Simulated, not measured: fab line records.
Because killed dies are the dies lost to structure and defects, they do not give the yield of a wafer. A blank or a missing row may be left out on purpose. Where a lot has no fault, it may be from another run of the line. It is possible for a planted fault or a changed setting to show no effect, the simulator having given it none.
Which tool was responsible? -- flow nand-harc -- Sampling: 24 lots, 72 wafers, 6 of 1302 route steps

== WHAT THE GAUGES SHOWED, per wafer ==
The record holds no reading of a measuring or inspecting step that can be judged against a usual standard deviation.

== TOOL THAT RAN EACH LOT (tool first, then ch and the chambers of the sampled wafers, then the start) ==
lot,NHARC_A_CHANNEL_HOLE_D2_ETCH_25,NHARC_A_CHANNEL_FILL_D2_ALD_15,NHARC_A_STAIRCASE_DEP_156,NHARC_A_STAIRCASE_ETCH_15,NHARC_A_STAIRCASE_TRIM_24,NHARC_A_STAIRCASE_STRIP_175
L074,"har-etch-02 ch 0,1, day 13 02:18","ald-sin-batch-01 ch 0, day 15 07:32 or earlier","pecvd-04 ch 0,1,2, day 15 07:32","rie-diel-12 ch 2,3, day 15 13:14 or earlier","rie-diel-04 ch 0,1,3, day 15 13:14 or earlier","plasma-asher-02 ch 0,1, day 15 13:14"
L075,"har-etch-02 ch 0,1, day 13 10:35","ald-sin-batch-01 ch 0, day 15 17:54 or earlier","pecvd-03 ch 0,1,2, day 15 17:54","rie-diel-12 ch 2,3, day 15 22:47 or earlier","rie-diel-12 ch 0,1, day 15 22:47 or earlier","plasma-asher-02 ch 0,1, day 15 22:47"
L076,"har-etch-01 ch 0, day 14 01:47","ald-sin-batch-01 ch 0, day 16 05:33 or earlier","pecvd-04 ch 0,2, day 16 05:33","rie-diel-05 ch 1,2,3, day 16 11:46 or earlier","rie-diel-05 ch 2,3, day 16 11:46 or earlier","plasma-asher-02 ch 0,1, day 16 11:46"
L078,"har-etch-02 ch 0,1, day 14 11:12","ald-sin-batch-01 ch 0, day 16 13:58 or earlier","pecvd-04 ch 0,1,2, day 16 13:58","rie-diel-04 ch 0,2,3, day 16 19:29 or earlier","rie-diel-04 ch 0,1,2, day 16 19:29 or earlier","plasma-asher-01 ch 0,1, day 16 19:29"
L077,"har-etch-01 ch 0,1, day 14 13:28","ald-sin-batch-01 ch 0, day 16 13:50 or earlier","pecvd-04 ch 0,1,2, day 16 13:50","rie-diel-05 ch 0,2, day 16 19:43 or earlier","rie-diel-05 ch 0,1,2, day 16 19:43 or earlier","plasma-asher-01 ch 0,1, day 16 19:43"
L079,"har-etch-01 ch 0,1, day 15 14:33","ald-sin-batch-02 ch 0, day 17 18:08 or earlier","pecvd-04 ch 0,1,2, day 17 18:08","rie-diel-05 ch 1,2,3, day 17 23:14 or earlier","rie-diel-04 ch 0,1,2, day 17 23:14 or earlier","plasma-asher-02 ch 0,1, day 17 23:14"
L081,"har-etch-02 ch 0,1, day 16 00:08","ald-sin-batch-01 ch 0, day 18 03:44 or earlier","pecvd-01 ch 0,1,2, day 18 03:44","rie-diel-04 ch 1,2,3, day 18 09:25 or earlier","rie-diel-05 ch 0,2,3, day 18 09:25 or earlier","plasma-asher-02 ch 0,1, day 18 09:25"
L080,"har-etch-01 ch 0,1, day 16 01:05","ald-sin-batch-01 ch 0, day 18 03:50 or earlier","pecvd-03 ch 1,2, day 18 03:50","rie-diel-04 ch 0,1,3, day 18 12:11 or earlier","rie-diel-04 ch 0,1,2, day 18 12:11 or earlier","plasma-asher-01 ch 0,1, day 18 12:11"
L082,"har-etch-01 ch 0, day 16 14:56","ald-sin-batch-03 ch 0, day 18 20:43 or earlier","pecvd-03 ch 0,2, day 18 20:43","rie-diel-05 ch 0,1,2, day 19 01:49 or earlier","rie-diel-05 ch 0,3, day 19 01:49 or earlier","plasma-asher-01 ch 0,1, day 19 01:49"
L085,"har-etch-02 ch 0, day 17 13:01","ald-sin-batch-01 ch 0, day 19 20:06 or earlier","pecvd-01 ch 0,1, day 19 20:06","rie-diel-12 ch 2,3, day 20 03:19 or earlier","rie-diel-05 ch 0,3, day 20 03:19 or earlier","plasma-asher-02 ch 0, day 20 03:19"
L084,"har-etch-01 ch 0,1, day 17 16:23","ald-sin-batch-01 ch 0, day 19 16:31 or earlier","pecvd-04 ch 0,1,2, day 19 16:31","rie-diel-04 ch 0,1, day 20 01:16 or earlier","rie-diel-05 ch 0,1,2, day 20 01:16 or earlier","plasma-asher-01 ch 0,1, day 20 01:16"
L083,"har-etch-02 ch 0,1, day 17 17:02","ald-sin-batch-01 ch 0, day 19 16:31 or earlier","pecvd-03 ch 0,2, day 19 16:31","rie-diel-04 ch 0,2,3, day 20 01:29 or earlier","rie-diel-05 ch 0,1,2, day 20 01:29 or earlier","plasma-asher-01 ch 0,1, day 20 01:29"
L086,"har-etch-02 ch 0,1, day 18 02:52","ald-sin-batch-01 ch 0, day 20 09:19 or earlier","pecvd-04 ch 1,2, day 20 09:19","rie-diel-04 ch 1,2,3, day 20 14:03 or earlier","rie-diel-04 ch 1,2, day 20 14:03 or earlier","plasma-asher-01 ch 0,1, day 20 14:03"
L087,"har-etch-01 ch 0,1, day 18 08:44","ald-sin-batch-01 ch 0, day 20 14:10 or earlier","pecvd-03 ch 0,2, day 20 14:10","rie-diel-12 ch 1,2,3, day 20 19:08 or earlier","rie-diel-12 ch 0,1,2, day 20 19:08 or earlier","plasma-asher-02 ch 0,1, day 20 19:08"
L089,"har-etch-01 ch 0,1, day 19 08:32","ald-sin-batch-01 ch 0, day 21 12:10 or earlier","pecvd-04 ch 0,1,2, day 21 12:10","rie-diel-04 ch 1,2,3, day 21 17:16 or earlier","rie-diel-12 ch 0,1,2, day 21 17:16 or earlier","plasma-asher-02 ch 0,1, day 21 17:16"
L088,"har-etch-02 ch 0,1, day 19 10:43","ald-sin-batch-01 ch 0, day 21 12:14 or earlier","pecvd-03 ch 0,1,2, day 21 12:14","rie-diel-04 ch 0,2,3, day 21 17:40 or earlier","rie-diel-04 ch 1,3, day 21 17:40 or earlier","plasma-asher-02 ch 0,1, day 21 17:40"
L090,"har-etch-01 ch 0,1, day 20 06:32","ald-sin-batch-01 ch 0, day 22 11:37 or earlier","pecvd-04 ch 0,1, day 22 11:37","rie-diel-05 ch 0,1,2, day 22 16:35 or earlier","rie-diel-05 ch 0,2,3, day 22 16:35 or earlier","plasma-asher-02 ch 0,1, day 22 16:35"
L091,"har-etch-02 ch 0,1, day 20 08:16","ald-sin-batch-01 ch 0, day 22 11:29 or earlier","pecvd-01 ch 0,1,2, day 22 11:29","rie-diel-04 ch 0,1,3, day 22 16:52 or earlier","rie-diel-12 ch 0,1,3, day 22 16:52 or earlier","plasma-asher-02 ch 0,1, day 22 16:52"
L093,"har-etch-01 ch 0,1, day 21 00:10","ald-sin-batch-01 ch 0, day 23 07:24 or earlier","pecvd-01 ch 0,1,2, day 23 07:24","rie-diel-12 ch 0,1,3, day 23 12:53 or earlier","rie-diel-12 ch 1,2,3, day 23 12:53 or earlier","plasma-asher-02 ch 0,1, day 23 12:53"
L092,"har-etch-02 ch 0,1, day 21 03:24","ald-sin-batch-01 ch 0, day 23 07:26 or earlier","pecvd-04 ch 0,1,2, day 23 07:26","rie-diel-05 ch 1,2,3, day 23 15:47 or earlier","rie-diel-05 ch 0,1,3, day 23 15:47 or earlier","plasma-asher-02 ch 0,1, day 23 15:47"
L094,"har-etch-01 ch 0,1, day 21 15:58","ald-sin-batch-03 ch 0, day 23 19:17 or earlier","pecvd-03 ch 0,2, day 23 19:17","rie-diel-04 ch 0,2, day 24 00:16 or earlier","rie-diel-04 ch 0,2,3, day 24 00:16 or earlier","plasma-asher-01 ch 0,1, day 24 00:16"
L096,"har-etch-01 ch 0,1, day 22 05:28","ald-sin-batch-02 ch 0, day 24 09:26 or earlier","pecvd-03 ch 0,1, day 24 09:26","rie-diel-05 ch 1,2,3, day 24 15:16 or earlier","rie-diel-05 ch 0,2,3, day 24 15:16 or earlier","plasma-asher-01 ch 0,1, day 24 15:16"
L095,"har-etch-02 ch 0, day 22 07:02","ald-sin-batch-02 ch 0, day 24 09:21 or earlier","pecvd-04 ch 0,2, day 24 09:21","rie-diel-05 ch 0,3, day 24 14:17 or earlier","rie-diel-05 ch 0,2, day 24 14:17 or earlier","plasma-asher-01 ch 0,1, day 24 14:17"
L097,"har-etch-01 ch 0,1, day 22 18:12","ald-sin-batch-02 ch 0, day 24 21:48 or earlier","pecvd-01 ch 1,2, day 24 21:48","rie-diel-04 ch 1,2, day 25 02:49 or earlier","rie-diel-05 ch 1,2, day 25 02:49 or earlier","plasma-asher-01 ch 0,1, day 25 02:49"
- NHARC_A_CHANNEL_HOLE_D2_ETCH_25: etches the open film in C4F8/O2/Ar, time 1040.2 s, target depth 1500 nm.
- NHARC_A_CHANNEL_FILL_D2_ALD_15: deposits SiNx, target thk 2 nm, pulse time 60 s, ald cycles 19.
- NHARC_A_STAIRCASE_DEP_156: deposits SiNx, target thk 50 nm.
- NHARC_A_STAIRCASE_ETCH_15: etches the open film in C4F8/O2, target depth 100 nm, time 40.5 s.
- NHARC_A_STAIRCASE_TRIM_24: chemistry O2, time 211.2 s.
- NHARC_A_STAIRCASE_STRIP_175: strips in O2.

== WHAT THE TOOLS THEMSELVES READ (means of the sampled wafers that have a number; where no wafer has one, the mark that the record gives instead) ==
NHARC_A_CHANNEL_HOLE_D2_ETCH_25.
lot,tool,chamber-pressure-mTorr (mTorr),drypump-motor-current-A (A),he-backside-leak-sccm (sccm),showerhead-plenum-p-Torr (Torr),throttle-valve-pct (%)
L074,har-etch-02,19.986,5.7,7.4,3.75,32.237
L075,har-etch-02,19.978,5.7,7.0,3.83,32.236
L076,har-etch-01,19.999,6.1,6.5,3.59,32.231
L078,har-etch-02,19.994,5.7,7.0,3.82,32.243
L077,har-etch-01,20.011,5.4,6.7,3.65,32.235
L079,har-etch-01,19.998,5.4,6.3,3.64,32.234
L081,har-etch-02,19.978,5.7,7.4,3.73,32.234
L080,har-etch-01,19.995,5.7,6.5,3.61,32.243
L082,har-etch-01,19.994,6.1,6.8,3.58,32.236
L085,har-etch-02,19.990,5.7,4.5,3.63,32.230
L084,har-etch-01,20.004,5.4,6.6,3.62,32.230
L083,har-etch-02,19.996,5.7,5.3,3.80,32.238
L086,har-etch-02,19.966,5.7,5.3,3.80,32.238
L087,har-etch-01,19.984,5.7,6.7,3.59,32.231
L089,har-etch-01,19.997,5.4,6.7,3.61,32.235
L088,har-etch-02,20.009,5.7,5.3,3.79,32.234
L090,har-etch-01,20.002,5.8,6.8,3.58,32.240
L091,har-etch-02,20.013,5.7,5.5,3.78,32.239
L093,har-etch-01,19.993,5.4,6.8,3.60,32.235
L092,har-etch-02,19.996,5.7,5.1,3.69,32.234
L094,har-etch-01,20.004,5.8,7.1,3.57,32.238
L096,har-etch-01,19.989,5.8,7.2,3.56,32.237
L095,har-etch-02,20.006,5.7,4.8,3.60,32.242
L097,har-etch-01,20.007,5.4,6.5,3.58,32.237

NHARC_A_CHANNEL_FILL_D2_ALD_15.
lot,tool,precursor-pulse-height-rel
L074,ald-sin-batch-01,0.985
L075,ald-sin-batch-01,0.998
L076,ald-sin-batch-01,1.006
L078,ald-sin-batch-01,0.991
L077,ald-sin-batch-01,0.971
L079,ald-sin-batch-02,1.013
L081,ald-sin-batch-01,1.006
L080,ald-sin-batch-01,0.984
L082,ald-sin-batch-03,1.024
L085,ald-sin-batch-01,1.014
L084,ald-sin-batch-01,1.002
L083,ald-sin-batch-01,0.981
L086,ald-sin-batch-01,0.992
L087,ald-sin-batch-01,1.006
L089,ald-sin-batch-01,0.986
L088,ald-sin-batch-01,0.987
L090,ald-sin-batch-01,1.013
L091,ald-sin-batch-01,0.993
L093,ald-sin-batch-01,0.980
L092,ald-sin-batch-01,0.997
L094,ald-sin-batch-03,1.006
L096,ald-sin-batch-02,0.985
L095,ald-sin-batch-02,0.993
L097,ald-sin-batch-02,0.977

NHARC_A_STAIRCASE_DEP_156.
lot,tool,heater-power-w (W)
L074,pecvd-04,656
L075,pecvd-03,758
L076,pecvd-04,689
L078,pecvd-04,681
L077,pecvd-04,657
L079,pecvd-04,673
L081,pecvd-01,762
L080,pecvd-03,718
L082,pecvd-03,812
L085,pecvd-01,782
L084,pecvd-04,648
L083,pecvd-03,777
L086,pecvd-04,693
L087,pecvd-03,668
L089,pecvd-04,651
L088,pecvd-03,760
L090,pecvd-04,667
L091,pecvd-01,848
L093,pecvd-01,794
L092,pecvd-04,688
L094,pecvd-03,689
L096,pecvd-03,812
L095,pecvd-04,709
L097,pecvd-01,837

NHARC_A_STAIRCASE_ETCH_15.
lot,tool,bias-w (W),chamber-pressure-mTorr (mTorr),oes-product-au (a.u.),rf-vpp-V (V)
L074,rie-diel-12,997,24.987,0.937,895
L075,rie-diel-12,1001,25.016,0.926,892
L076,rie-diel-05,998,24.989,0.952,893
L078,rie-diel-04,997,24.999,0.961,898
L077,rie-diel-05,1003,24.976,0.948,894
L079,rie-diel-05,1001,24.995,0.947,892
L081,rie-diel-04,998,24.979,0.944,898
L080,rie-diel-04,997,24.980,0.959,897
L082,rie-diel-05,1002,24.987,0.936,891
L085,rie-diel-12,997,24.980,0.929,892
L084,rie-diel-04,1001,25.008,0.952,897
L083,rie-diel-04,1001,25.008,0.933,898
L086,rie-diel-04,1000,24.995,0.954,898
L087,rie-diel-12,1003,25.007,0.954,894
L089,rie-diel-04,1000,25.013,0.947,898
L088,rie-diel-04,998,25.021,0.946,897
L090,rie-diel-05,1000,25.013,0.947,891
L091,rie-diel-04,998,25.007,0.943,896
L093,rie-diel-12,1000,25.006,0.946,891
L092,rie-diel-05,1000,25.007,0.944,891
L094,rie-diel-04,1001,24.979,0.967,900
L096,rie-diel-05,1003,25.025,0.949,890
L095,rie-diel-05,998,24.991,0.929,892
L097,rie-diel-04,1000,25.004,0.960,899

NHARC_A_STAIRCASE_TRIM_24.
lot,tool,chamber-pressure-mTorr (mTorr),drypump-motor-current-A (A),oes-product-au (a.u.),rf-vpp-V (V),showerhead-plenum-p-Torr (Torr),throttle-valve-pct (%)
L074,rie-diel-04,60.00,5.71,1.001,57.4,3.55,17.030
L075,rie-diel-12,59.97,5.83,1.008,57.2,3.46,17.028
L076,rie-diel-05,59.97,5.86,0.994,58.0,3.45,17.037
L078,rie-diel-04,59.99,5.93,1.001,57.7,3.63,17.028
L077,rie-diel-05,59.97,5.87,1.008,57.1,3.43,17.037
L079,rie-diel-04,60.02,5.93,1.008,56.8,3.62,17.033
L081,rie-diel-05,59.98,5.77,0.991,57.7,3.45,17.029
L080,rie-diel-04,59.99,5.95,1.012,57.4,3.62,17.026
L082,rie-diel-05,60.04,5.53,0.998,58.1,3.43,17.039
L085,rie-diel-05,59.98,5.66,0.997,57.4,3.42,17.047
L084,rie-diel-05,59.99,5.86,0.999,57.1,3.42,17.039
L083,rie-diel-05,60.02,5.87,0.993,57.4,3.42,17.036
L086,rie-diel-04,60.06,5.79,1.008,56.9,3.63,17.027
L087,rie-diel-12,59.98,5.84,1.010,57.7,3.48,17.029
L089,rie-diel-12,59.98,5.82,1.001,57.6,3.48,17.043
L088,rie-diel-04,60.05,5.58,1.000,57.1,3.51,17.040
L090,rie-diel-05,60.07,5.77,0.995,58.2,3.43,17.034
L091,rie-diel-12,59.98,5.76,0.990,57.7,3.42,17.048
L093,rie-diel-12,59.96,5.74,0.989,56.8,3.45,17.035
L092,rie-diel-05,59.97,5.74,0.992,57.0,3.37,17.036
L094,rie-diel-04,60.02,5.91,1.011,58.2,3.55,17.034
L096,rie-diel-05,59.99,5.76,1.000,57.7,3.42,17.037
L095,rie-diel-05,60.00,5.87,0.998,58.3,3.45,17.041
L097,rie-diel-05,60.00,6.09,1.002,56.5,3.40,17.050

NHARC_A_STAIRCASE_STRIP_175.
lot,tool,drypump-motor-current-A (A),heater-power-w (W)
L074,plasma-asher-02,5.8,346
L075,plasma-asher-02,5.7,343
L076,plasma-asher-02,5.7,344
L078,plasma-asher-01,6.0,306
L077,plasma-asher-01,6.0,302
L079,plasma-asher-02,5.9,341
L081,plasma-asher-02,5.9,340
L080,plasma-asher-01,5.5,311
L082,plasma-asher-01,5.6,306
L085,plasma-asher-02,6.0,341
L084,plasma-asher-01,5.6,311
L083,plasma-asher-01,6.0,306
L086,plasma-asher-01,5.5,304
L087,plasma-asher-02,5.7,353
L089,plasma-asher-02,5.7,353
L088,plasma-asher-02,5.9,350
L090,plasma-asher-02,5.9,345
L091,plasma-asher-02,5.9,346
L093,plasma-asher-02,5.9,354
L092,plasma-asher-02,5.9,343
L094,plasma-asher-01,6.0,295
L096,plasma-asher-01,5.6,307
L095,plasma-asher-01,6.0,298
L097,plasma-asher-01,5.6,308

== THE ANSWER, worked out from the rows above alone ==
Rule: the lots themselves supply what counts as usual. The widest of any qualifying gaps counts: lots, ordered by their means at a reading, are off when they make up no more than a third of the lots, leave a main group of 4 or more, and stand apart from it by 3 or more times the standard deviation of that group's means. A main group whose means are all the same, to the digits that the tables above print for the reading, isn't used. Also off: a lot with no number at a reading for which 4 or more lots have one. The other lots that the step has rows for count as sound. After the gauges, taken in route order, come the tools' own readings; for these a lot's mean is taken, as printed above. The first step at which some lot is off is used, and at that step the reading that is off furthest; a lot without a number counts as furthest.
No lot is off at any reading shown: from this, nothing can be told.

== WHAT THE SIMULATOR HAD PUT IN ==
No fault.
